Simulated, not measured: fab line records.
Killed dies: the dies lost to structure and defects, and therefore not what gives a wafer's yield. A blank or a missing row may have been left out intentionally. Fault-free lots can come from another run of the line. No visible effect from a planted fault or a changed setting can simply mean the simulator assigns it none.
2 desks looking at one fault | flow nand-harc | what lay behind the numbers comes last; until then each desk has only its own

== AT THE TOOL OWNER'S DESK: wet-bench-01 ==
The tool's own readings at NHARC_A_STAIRCASE_STRIP_447 (strips in SPM, time 900 s): means of the sampled wafers that have a number, for each lot that ran on this tool. A lot is out of limits, marked OUT, if its mean lies more than 4 standard deviations from the usual mean; the brackets give that distance.
Columns: A = bath-guard-temp-C at NHARC_A_STAIRCASE_STRIP_447, usual 129.9 C
lot  | first seen here | A
L643 | day 15 08:53    | 129.8
L657 | day 19 01:23    | 130.0
L659 | day 19 16:14    | 129.9
This desk's verdict: no lot among the 3 shows anything out of limits.

== FROM THE METROLOGY DESK ==
Lot by lot, what the gauges showed, no matter which tool ran the lot: averages of those sampled wafers that carry a number. A lot is out of limits, marked OUT, if its mean lies more than 4 standard deviations from the usual mean; the brackets give that distance.
Columns: A = cd-nm at NHARC_A_SGD_CUT_CD_MEAS_09, usual 100.0 nm; B = overlay-x-nm at NHARC_A_SGD_CUT_OVL_MEAS_10, usual 0.1 nm; C = overlay-y-nm at NHARC_A_SGD_CUT_OVL_MEAS_10, usual 0.2 nm
lot  | first seen here | A     | B    | C
L636 | day 14 19:07    | 100.2 | 0.0  | 0.2
L643 | day 15 12:08    | 99.8  | -0.5 | -0.5
L645 | day 16 03:36    | 100.3 | -0.7 | 0.1
L652 | day 17 19:24    | 100.1 | 0.4  | 1.5
L657 | day 19 04:25    | 99.8  | -0.2 | 0.4
L659 | day 19 19:25    | 100.0 | -0.1 | 0.4
This desk's verdict: no lot among the 6 shows anything out of limits.

== TAKEN TOGETHER ==
The desk of the tool owner found nothing out of limits.
At the metrology desk, nothing out of limits was observed.

== WHAT THE SIMULATOR PUT IN ==
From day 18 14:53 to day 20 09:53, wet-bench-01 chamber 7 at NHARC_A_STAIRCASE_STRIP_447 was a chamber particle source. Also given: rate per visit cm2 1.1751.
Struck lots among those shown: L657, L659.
